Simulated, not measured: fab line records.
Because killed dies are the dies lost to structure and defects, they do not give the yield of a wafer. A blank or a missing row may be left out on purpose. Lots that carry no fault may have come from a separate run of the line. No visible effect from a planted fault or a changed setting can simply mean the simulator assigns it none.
Which of the tools did it? :: flow n5-finfet :: 9 lots, 24 wafers sampled, at 3 steps of a route of 1938

## WHAT EACH GAUGE READ, for each wafer
N5_BEOL_M12_THK_MEAS_50: measures by xrf.
lot: L342
measured: day 11 15:16
on: film-metro-02
M12_THK (nm): 314 312 317

lot: L345
measured: day 12 05:57
on: film-metro-02
M12_THK (nm): 324 330 323

lot: L346
measured: day 12 22:18
on: film-metro-01
M12_THK (nm): 316 318 317

lot: L347
measured: day 12 21:47
on: film-metro-01
M12_THK (nm): 320 317 317

lot: L357
measured: day 16 15:17
on: film-metro-01
M12_THK (nm): 709 708 725

lot: L359
measured: day 17 00:17
on: film-metro-01
M12_THK (nm): 312 309

lot: L358
measured: day 16 21:51
on: film-metro-02
M12_THK (nm): 720 728 729

lot: L362
measured: day 18 01:40
on: film-metro-01
M12_THK (nm): 325 316

lot: L363
measured: day 18 02:17
on: film-metro-01
M12_THK (nm): 330 315

## TOOL THAT RAN EACH LOT (tool first, then ch and the chambers of the sampled wafers, then the start)
lot: L342
N5_BEOL_M12_ETCH_38: rie-diel-05 ch 0,2, day 11 12:52
N5_BEOL_M12_CMP_49: cmp-04 ch 0,1, day 11 15:00

lot: L345
N5_BEOL_M12_ETCH_38: rie-diel-05 ch 0,1,2, day 12 04:38
N5_BEOL_M12_CMP_49: cmp-03 ch 0,1, day 12 05:40

lot: L346
N5_BEOL_M12_ETCH_38: rie-diel-04 ch 0,1, day 12 20:40
N5_BEOL_M12_CMP_49: cmp-03 ch 2,3, day 12 22:00

lot: L347
N5_BEOL_M12_ETCH_38: rie-diel-04 ch 0,1,3, day 12 20:25
N5_BEOL_M12_CMP_49: cmp-01 ch 0,1,3, day 12 21:31

lot: L357
N5_BEOL_M12_ETCH_38: rie-diel-06 ch 0,2, day 16 13:46
N5_BEOL_M12_CMP_49: cmp-03 ch 1,2, day 16 15:02

lot: L359
N5_BEOL_M12_ETCH_38: rie-diel-06 ch 1,2, day 16 21:41
N5_BEOL_M12_CMP_49: cmp-01 ch 1,3, day 17 00:04

lot: L358
N5_BEOL_M12_ETCH_38: rie-diel-04 ch 0,3, day 16 20:20
N5_BEOL_M12_CMP_49: cmp-04 ch 1,2, day 16 21:33

lot: L362
N5_BEOL_M12_ETCH_38: rie-diel-05 ch 1,3, day 17 23:53
N5_BEOL_M12_CMP_49: cmp-03 ch 1,3, day 18 01:25

lot: L363
N5_BEOL_M12_ETCH_38: rie-diel-06 ch 0,1, day 18 00:17
N5_BEOL_M12_CMP_49: cmp-01 ch 1,3, day 18 02:02
- N5_BEOL_M12_ETCH_38: etches SiCN in CF4/N2, target depth 68.7 nm, time 73.4 s.
- N5_BEOL_M12_CMP_49: polishes, stops on SiOC, t overpolish 20.6 s, target thk 320 nm.

## THE ANSWER, worked out from the rows above alone
Rule: the usual values come from the lots themselves. The widest of any qualifying gaps counts: lots, ordered by their means at a reading, are off when they make up no more than a third of the lots, leave a main group of 4 or more, and stand apart from it by 3 or more times the standard deviation of that group's means. Not used: any main group whose means are identical at the precision the tables above print for the reading. Also off: a lot with no number at a reading for which 4 or more lots have one. Where the step has rows for the other lots, those lots are counted as sound.
Off: at N5_BEOL_M12_THK_MEAS_50 (M12_THK), L357, L358. Main group: mean 318 nm, sd 4.7.
If a tool, at a process step before that reading, ran all the lots that are off and no sound lot after the first of them, it fits. Gauges at N5_BEOL_M12_THK_MEAS_50: tried the same way as those tools. Not one of the candidates tried fits.

## WHAT THE SIMULATOR PUT IN
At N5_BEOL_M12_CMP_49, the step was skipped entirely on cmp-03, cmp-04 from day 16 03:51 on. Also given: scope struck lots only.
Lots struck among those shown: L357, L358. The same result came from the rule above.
